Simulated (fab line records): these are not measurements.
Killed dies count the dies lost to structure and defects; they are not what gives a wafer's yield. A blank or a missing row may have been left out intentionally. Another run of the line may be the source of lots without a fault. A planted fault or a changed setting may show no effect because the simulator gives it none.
Which tool is to blame? | flow nand-harc | 18 wafers from 6 lots sampled at 5 of the route's 1302 steps

## WHAT THE GAUGES READ, wafer by wafer
NHARC_END_SORT_01.
lot  | measured     | on        | killed-at-array
L372 | day 29 05:02 | prober-02 | 623 619 613

## WHICH TOOL RAN EACH LOT (tool, then ch and the chambers of the sampled wafers, then the start)
lot  | NHARC_A_CHANNEL_HOLE_D1_DEP_00 | NHARC_THIN_TSV_CMP_01         | NHARC_THIN_TSV_DEP_47         | NHARC_THIN_TSV_ETCH_36
L364 | acl-dep-03 ch 0, day 9 01:13   | cmp-02 ch 0,2,3, day 24 17:07 | pecvd-03 ch 0,2, day 24 20:25 | rie-metal-02 ch 0,1, day 25 01:07
L367 | acl-dep-01 ch 0, day 10 13:46  | cmp-03 ch 0,2,3, day 25 10:50 | pecvd-03 ch 0,1, day 25 14:07 | rie-metal-01 ch 0,1, day 25 18:58
L372 | acl-dep-03 ch 0, day 12 06:13  | -                             | -                             | -
L377 | acl-dep-01 ch 0, day 14 14:11  | cmp-01 ch 0,2,3, day 29 15:49 | pecvd-01 ch 0,1, day 29 18:51 | rie-metal-02 ch 0,1, day 30 04:53
L380 | acl-dep-03 ch 0, day 16 01:36  | cmp-01 ch 1,2,3, day 31 15:08 | pecvd-01 ch 0,1, day 31 18:17 | rie-metal-01 ch 0,1, day 31 22:47
L382 | acl-dep-03 ch 0, day 16 20:53  | cmp-02 ch 0,1,2, day 32 22:37 | pecvd-01 ch 1,2, day 33 01:38 | rie-metal-03 ch 0,1, day 33 06:13
- NHARC_A_CHANNEL_HOLE_D1_DEP_00: deposits aC, target thk 3100 nm.
- NHARC_THIN_TSV_CMP_01: polishes.
- NHARC_THIN_TSV_DEP_47: deposits SiO2, target thk 200 nm.
- NHARC_THIN_TSV_ETCH_36: etches the open film in Cl2/BCl3, target depth 65 nm, time 18.571 s.

## THE ANSWER, worked out from the rows above alone
Rule: usual is defined by the lots themselves. The widest of any qualifying gaps counts: lots, ordered by their means at a reading, are off when they make up no more than a third of the lots, leave a main group of 4 or more, and stand apart from it by 3 or more times the standard deviation of that group's means. Not used: any main group whose means are identical at the precision the tables above print for the reading. Also off: a lot with no number at a reading for which 4 or more lots have one. All remaining lots with rows at the step are treated as sound.
No lot is off at any reading shown: from this, nothing can be told.

## WHAT HAD BEEN PUT IN BY THE SIMULATOR
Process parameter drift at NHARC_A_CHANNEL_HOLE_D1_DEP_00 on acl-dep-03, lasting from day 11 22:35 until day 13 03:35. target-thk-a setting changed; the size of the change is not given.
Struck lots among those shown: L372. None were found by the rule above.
